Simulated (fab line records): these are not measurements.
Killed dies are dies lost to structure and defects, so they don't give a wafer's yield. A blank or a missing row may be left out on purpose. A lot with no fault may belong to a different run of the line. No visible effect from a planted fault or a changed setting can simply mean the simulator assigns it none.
Matching of chambers :: flow nand harc :: NHARC_A_STAIRCASE_ALD_420 on ald hk-01 has 4 sister chambers
The step deposits SiO2, target thk 20 nm, pulse time 6 s, ald cycles 200. 4 wafers are shown with their chamber, then 8 later ones without.

## WAFERS PAIRED WITH THEIR CHAMBERS
wafer: L085.5
chamber: 0
heater power w (W): 468

wafer: L088.1
chamber: 2
heater power w (W): 517

wafer: L088.4
chamber: 1
heater power w (W): 432

wafer: L089.1
chamber: 3
heater power w (W): 503

## WAFERS MISSING THEIR CHAMBER
wafer: L089.4
heater power w (W): 461

wafer: L089.6
heater power w (W): 433

wafer: L092.4
heater power w (W): 462

wafer: L092.5
heater power w (W): 475

wafer: L092.6
heater power w (W): 493

wafer: L094.1
heater power w (W): 484

wafer: L094.4
heater power w (W): 415

wafer: L094.5
heater power w (W): 500

## CHAMBER TAKEN BY EACH
wafer: L089.4
from the rows above: 0
in truth: 0

wafer: L089.6
from the rows above: 1
in truth: 1

wafer: L092.4
from the rows above: 0
in truth: 0

wafer: L092.5
from the rows above: 0
in truth: 0

wafer: L092.6
from the rows above: can't be placed: 3 or 2 or 0
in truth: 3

wafer: L094.1
from the rows above: can't be placed: 0 or 3 or 2
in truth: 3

wafer: L094.4
from the rows above: 1
in truth: 1

wafer: L094.5
from the rows above: can't be placed: 3 or 2
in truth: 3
Correct placement for 5 of the 8. These rows do not allow placing 3 (true chamber among the candidates in 3). Wrongly placed: 0.
How it was worked out, from the rows above alone: a wafer's distance from a chamber is the root of the sum, over the readings, of the square of ((its reading less the chamber's mean) divided by the reading's scatter). The wafer belongs to the nearest chamber; if the next one is less than 2 further off, it can't be placed. For every chamber, the mean is computed from those of its wafers that are shown. The scatter: with one shown wafer a chamber, the root of the mean of the squares of how far each hidden wafer lies from its nearest shown one.
